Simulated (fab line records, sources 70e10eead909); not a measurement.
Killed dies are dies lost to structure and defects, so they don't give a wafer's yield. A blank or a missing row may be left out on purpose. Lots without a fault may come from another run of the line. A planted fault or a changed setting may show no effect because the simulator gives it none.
Which tool did it? | flow nand_harc | 12 lots, 36 wafers sampled, at 4 steps of a route of 1159

WHAT THE GAUGES READ, wafer by wafer
The record holds no reading of a measuring or inspecting step that can be judged against a usual standard deviation.

WHICH TOOL RAN EACH LOT (tool, then ch and the chambers of the sampled wafers, then the start)
lot  | NHARC_A_BONDPAD_PRE_CLEAN_26            | NHARC_A_BONDPAD_PVD_27                  | NHARC_THIN_TSV_DESCUM_14           | NHARC_THIN_TSV_ETCHBACK_48
L809 | pvd_sputter-03, day 19 02:52 or earlier | pvd_sputter-03, day 19 02:52 or earlier | rie_diel-10 ch 2,3, day 19 02:52   | rie_diel-10 ch 0,2,3, day 19 05:01
L811 | pvd_sputter-03, day 19 04:04 or earlier | pvd_sputter-03, day 19 04:04 or earlier | rie_diel-08 ch 0,1,3, day 19 04:04 | rie_diel-10 ch 0,2,3, day 19 06:08
L814 | pvd_sputter-01, day 19 22:53 or earlier | pvd_sputter-01, day 19 22:53 or earlier | rie_diel-08 ch 0,1,2, day 19 22:53 | rie_diel-09 ch 2,3, day 20 01:31
L815 | pvd_sputter-01, day 20 07:26 or earlier | pvd_sputter-01, day 20 07:26 or earlier | rie_diel-08 ch 0,2,3, day 20 07:26 | rie_diel-10 ch 0,2,3, day 20 09:31
L817 | pvd_sputter-01, day 20 23:43 or earlier | pvd_sputter-01, day 20 23:43 or earlier | rie_diel-10 ch 0,1,2, day 20 23:43 | rie_diel-10 ch 0,2,3, day 21 02:04
L819 | pvd_sputter-01, day 21 02:09 or earlier | pvd_sputter-01, day 21 02:09 or earlier | rie_diel-09 ch 1,2,3, day 21 02:09 | rie_diel-09 ch 1,2,3, day 21 04:29
L827 | pvd_sputter-03, day 23 10:39 or earlier | pvd_sputter-03, day 23 10:39 or earlier | rie_diel-09 ch 0,1,2, day 23 10:39 | rie_diel-09 ch 0,1,3, day 23 12:53
L828 | pvd_sputter-02, day 23 14:41 or earlier | pvd_sputter-02, day 23 14:41 or earlier | rie_diel-10 ch 0,1,2, day 23 14:41 | rie_diel-09 ch 0,1,2, day 23 17:46
L829 | pvd_sputter-02, day 23 22:07 or earlier | pvd_sputter-02, day 23 22:07 or earlier | rie_diel-10 ch 0,1,2, day 23 22:07 | rie_diel-08 ch 0,2,3, day 24 00:20
L831 | pvd_sputter-02, day 23 23:27 or earlier | pvd_sputter-02, day 23 23:27 or earlier | rie_diel-08 ch 1,2,3, day 23 23:27 | rie_diel-10 ch 0,1,2, day 24 01:35
L830 | pvd_sputter-03, day 24 07:04 or earlier | pvd_sputter-03, day 24 07:04 or earlier | rie_diel-09 ch 0,3, day 24 07:04   | rie_diel-10 ch 0,1,2, day 24 09:11
L832 | pvd_sputter-03, day 24 16:04 or earlier | pvd_sputter-03, day 24 16:04 or earlier | rie_diel-10 ch 1,2, day 24 16:04   | rie_diel-10 ch 0,1, day 24 18:10
- NHARC_A_BONDPAD_PRE_CLEAN_26: time 30 s.
- NHARC_A_BONDPAD_PVD_27: deposits Cu, target thk 30 nm, time 20.49 s.
- NHARC_THIN_TSV_DESCUM_14: chemistry O2, time 3 s.
- NHARC_THIN_TSV_ETCHBACK_48: etches the open film in C4F8/Ar, target depth 1028.5 nm, time 405.17 s.

WHAT THE TOOLS THEMSELVES READ (means of the sampled wafers that have a number; where no wafer has one, the mark that the record gives instead)
NHARC_A_BONDPAD_PRE_CLEAN_26. Usual: heater_power_w 395 W, standard deviation 36.
lot  | tool           | heater_power_w (W) | flag
L809 | pvd_sputter-03 | 383                |
L811 | pvd_sputter-03 | 383                |
L814 | pvd_sputter-01 | 412                |
L815 | pvd_sputter-01 | 419                |
L817 | pvd_sputter-01 | 423                |
L819 | pvd_sputter-01 | 426                |
L827 | pvd_sputter-03 | 404                |
L828 | pvd_sputter-02 | 375                |
L829 | pvd_sputter-02 | 391                |
L831 | pvd_sputter-02 | 393                |
L830 | pvd_sputter-03 | 382                |
L832 | pvd_sputter-03 | 406                |

NHARC_A_BONDPAD_PVD_27. Usual: throttle_valve_pct 29.9 %, standard deviation 1.1.
lot  | tool           | throttle_valve_pct (%) | flag
L809 | pvd_sputter-03 | 31.2                   |
L811 | pvd_sputter-03 | 29.8                   |
L814 | pvd_sputter-01 | 29.9                   |
L815 | pvd_sputter-01 | 29.7                   |
L817 | pvd_sputter-01 | 29.9                   |
L819 | pvd_sputter-01 | 29.2                   |
L827 | pvd_sputter-03 | 30.4                   |
L828 | pvd_sputter-02 | 28.6                   |
L829 | pvd_sputter-02 | 29.3                   |
L831 | pvd_sputter-02 | 30.2                   |
L830 | pvd_sputter-03 | 30.6                   |
L832 | pvd_sputter-03 | 30.2                   |

NHARC_THIN_TSV_DESCUM_14. Usual: drypump_motor_current_A 5.7 A, standard deviation 0.57; mfc_ar_sccm 0.007 sccm, standard deviation 0.0093; oes_product_au 1.002 a.u., standard deviation 0.013; rf_vpp_V 57.8 V, standard deviation 0.94; showerhead_plenum_p_Torr 1.92 Torr, standard deviation 0.064; throttle_valve_pct 11.312 %, standard deviation 0.0088.
lot  | tool        | drypump_motor_current_A (A) | mfc_ar_sccm (sccm) | oes_product_au (a.u.) | rf_vpp_V (V) | showerhead_plenum_p_Torr (Torr) | throttle_valve_pct (%) | flag
L809 | rie_diel-10 | 6.2                         | 0.000              | 0.997                 | 58.0         | 1.96                            | 11.306                 |
L811 | rie_diel-08 | 5.8                         | 0.010              | 0.999                 | 58.3         | 1.90                            | 11.313                 |
L814 | rie_diel-08 | 5.6                         | 0.013              | 1.004                 | 57.6         | 1.90                            | 11.313                 |
L815 | rie_diel-08 | 5.9                         | 0.013              | 1.002                 | 58.0         | 1.93                            | 11.312                 |
L817 | rie_diel-10 | 5.8                         | 0.005              | 0.991                 | 57.1         | 1.94                            | 11.316                 |
L819 | rie_diel-09 | 5.6                         | 0.006              | 1.010                 | 58.1         | 1.87                            | 11.311                 |
L827 | rie_diel-09 | 5.7                         | 0.008              | 1.006                 | 57.5         | 1.90                            | 11.297                 |
L828 | rie_diel-10 | 5.8                         | 0.005              | 0.999                 | 57.7         | 1.93                            | 11.314                 |
L829 | rie_diel-10 | 5.8                         | 0.005              | 1.007                 | 57.8         | 1.94                            | 11.309                 |
L831 | rie_diel-08 | 5.6                         | 0.003              | 0.999                 | 58.1         | 1.87                            | 11.314                 |
L830 | rie_diel-09 | 5.3                         | 0.004              | 1.021                 | 58.6         | 1.96                            | 11.314                 |
L832 | rie_diel-10 | 6.0                         | 0.005              | 1.005                 | 58.0         | 1.96                            | 11.312                 |

NHARC_THIN_TSV_ETCHBACK_48. Usual: oes_product_au 0.937 a.u., standard deviation 0.03; rf_fwd_power_W 598.8 W, standard deviation 1.9; rf_vpp_V 547.1 V, standard deviation 2.7.
lot  | tool        | oes_product_au (a.u.) | rf_fwd_power_W (W) | rf_vpp_V (V) | flag
L809 | rie_diel-10 | 0.923                 | 600.2              | 547.5        |
L811 | rie_diel-10 | 0.961                 | 600.3              | 548.1        |
L814 | rie_diel-09 | 1.014                 | 599.5              | 544.6        |
L815 | rie_diel-10 | 0.933                 | 599.8              | 547.2        |
L817 | rie_diel-10 | 0.926                 | 601.6              | 548.2        |
L819 | rie_diel-09 | 0.929                 | 598.7              | 545.6        |
L827 | rie_diel-09 | 1.165                 | 839.1              | 548.0        | OFF
L828 | rie_diel-09 | 1.156                 | 839.4              | 546.3        | OFF
L829 | rie_diel-08 | 0.933                 | 597.3              | 547.7        |
L831 | rie_diel-10 | 1.011                 | 600.2              | 547.9        |
L830 | rie_diel-10 | 1.004                 | 599.4              | 547.5        |
L832 | rie_diel-10 | 0.933                 | 597.9              | 547.8        |

THE ANSWER, worked out from the rows above alone
Rule: a lot is off if the mean of its wafers that have a number lies more than 3 standard deviations from the usual mean. A lot without any number at a reading at which 4 lots or more have one is off too. The other lots that the step has rows for count as sound. The gauges are gone through in route order, then the tools' own readings, and for those a lot's mean is taken as printed above. The first step at which some lot is off is used, and at that step the reading that is off furthest; a lot without a number counts as furthest.
Off: L827, L828, at NHARC_THIN_TSV_ETCHBACK_48 (rf_fwd_power_W).
A tool fits if, at that step or a process step before it, it ran every lot that is off, and no sound lot after the first of them. NHARC_A_BONDPAD_PRE_CLEAN_26 gives no start for some lots, so the hours and the order of its lots are those of NHARC_THIN_TSV_DESCUM_14. NHARC_A_BONDPAD_PVD_27 gives no start for some lots, so the hours and the order of its lots are those of NHARC_THIN_TSV_DESCUM_14. One fits: rie_diel-09 at NHARC_THIN_TSV_ETCHBACK_48. Its last sound lot is L819 (day 21 04:29), its first lot that is off L827 (day 23 12:53): a fault that began between those two fits.
The tool's own readings at NHARC_THIN_TSV_ETCHBACK_48 bear it out: on the lots that are off they differ by more than 5 times the standard deviation of the sound lots' means. oes_product_au reads 1.160 a.u. there against 0.957 a.u. on the sound lots; rf_fwd_power_W reads 839.2 W there against 599.5 W on the sound lots.

WHAT THE SIMULATOR HAD PUT IN
Process parameter drift: rie_diel-09, from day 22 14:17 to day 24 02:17, at NHARC_THIN_TSV_ETCHBACK_48. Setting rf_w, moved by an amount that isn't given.
Lots struck among those shown: L827, L828. The rule above found the same.
